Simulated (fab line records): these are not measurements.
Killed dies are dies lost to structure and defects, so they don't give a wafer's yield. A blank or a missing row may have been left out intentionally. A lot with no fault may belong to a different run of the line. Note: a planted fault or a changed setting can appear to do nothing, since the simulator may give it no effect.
8D (eight disciplines) problem report, filled in by code | flow n5 finfet | the parts of the form that need people (team, actions taken, sign-off) are left out

1. WHAT IS WRONG
At N5_BEOL_M5_COAT_66, spin speed rpm averages 1625.5 rpm over 9 wafers from 3 lots, while fault-free wafers read 1500.0 rpm, standard deviation 0.96. So: +99 or more standard deviations from the usual mean.
The step: time 60 s, resist thk 12 nm.
The first sign was on wafer L484.2 at day 12 00:29, on litho track-04. At this step, 15 wafers from 5 lots have a number in the record. Rule for "out", or "out of limits": more than 4 standard deviations from the usual mean. All remaining wafers that have a number are taken as sound.

2. WHAT THIS IS AND IS NOT
question                    | is                     | is not
which readings at this step | spin speed rpm         | -
which lots                  | L484, L485, L487       | L470, L491
which wafers of those lots  | all that have a number | -
read on which tools         | litho track-04         | litho track-05
when                        | from day 12 00:29      | up to then (3 sound wafers); but 3 sound wafers of L491 came after

3. WHAT RULES OUT EACH SUSPECT
Counting: a tool at any process step up to the reading remains a suspect when it ran all the lots that are out and ran no sound lot after the first of those.
- litho track-04 at N5_BEOL_M5_COAT_66 (time 60 s, resist thk 12 nm): kept. It ran every lot that is out, first L484 (day 12 00:29), and no sound lot after that; its last sound lot up to then is L470 (day 7 21:49). Its own spin speed rpm readings are out on those wafers.
Left after counting: litho track-04 at N5_BEOL_M5_COAT_66.

4. THE CAUSE (what the simulator had put in)
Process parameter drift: litho track-04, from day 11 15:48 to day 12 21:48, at N5_BEOL_M5_COAT_66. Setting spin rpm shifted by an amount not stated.
The count eliminated every tool but this one.

5. SEQUENCE OF EFFECTS, ordered by route
Rows list readings where the struck wafers' mean (over those with a number) sits beyond 3 standard deviations from the usual. Only readings whose record carries a usual standard deviation are examined. hours: median over the lots of the time between each lot's start at the first step of this table that gives one and its start at this step. sigmas: the change, counted in usual standard deviations.
hours | step               | reading        | usual      | on struck wafers | change | sigmas
0     | N5_BEOL_M5_COAT_66 | spin speed rpm | 1500.0 rpm | 1625.5           | +125.5 | +99 or more
Process steps it contains:
- N5_BEOL_M5_COAT_66: time 60 s, resist thk 12 nm.

6. WHAT WOULD HAVE CAUGHT IT SOONER
First out-of-limits reading in this record: day 12 00:29, which is 9 hours after fault onset at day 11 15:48.
